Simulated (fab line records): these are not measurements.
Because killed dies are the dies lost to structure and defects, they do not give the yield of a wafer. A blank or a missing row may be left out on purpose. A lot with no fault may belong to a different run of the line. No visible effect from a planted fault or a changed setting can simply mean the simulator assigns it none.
Chamber matching    flow n5_finfet    N5_BEOL_M6_CURE_74 on uv_cure-02 has 3 sister chambers
The step cures SiCOH lowk, time 240 s. 3 wafers are shown with their chamber, then 10 later ones without.

WAFERS PAIRED WITH THEIR CHAMBERS
wafer   chamber  wafer_temp_C_max
L074.3  2        386.9
L081.5  1        386.0
L093.4  0        386.9

WAFERS WHOSE CHAMBER IS MISSING
wafer   wafer_temp_C_max
L093.6  387.6
L096.1  386.3
L096.4  386.6
L096.6  386.7
L096.2  386.0
L096.3  385.9
L096.5  385.8
L097.2  387.6
L097.5  386.9
L097.6  387.6

THE CHAMBER EACH PASSED THROUGH
wafer   from the rows above           in truth
L093.6  can't be placed: 0 or 2       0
L096.1  can't be placed: 1 or 0 or 2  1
L096.4  can't be placed: 0 or 2 or 1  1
L096.6  can't be placed: 0 or 2 or 1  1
L096.2  1                             1
L096.3  1                             1
L096.5  1                             1
L097.2  can't be placed: 0 or 2       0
L097.5  can't be placed: 0 or 2       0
L097.6  can't be placed: 0 or 2       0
Correct placement for 3 of the 10. From these rows, 7 cannot be placed; in 7 the true chamber is one of the candidates. Wrongly placed: 0.
How it was worked out, from the rows above alone: a wafer's distance from a chamber is the root of the sum, over the readings, of the square of ((its reading less the chamber's mean) divided by the reading's scatter). The wafer belongs to the nearest chamber; if the next one is less than 2 further off, it can't be placed. The mean given for a chamber averages the wafers shown for that chamber. The scatter: root of mean squared gap, hidden wafer to nearest shown wafer, with one shown wafer a chamber.
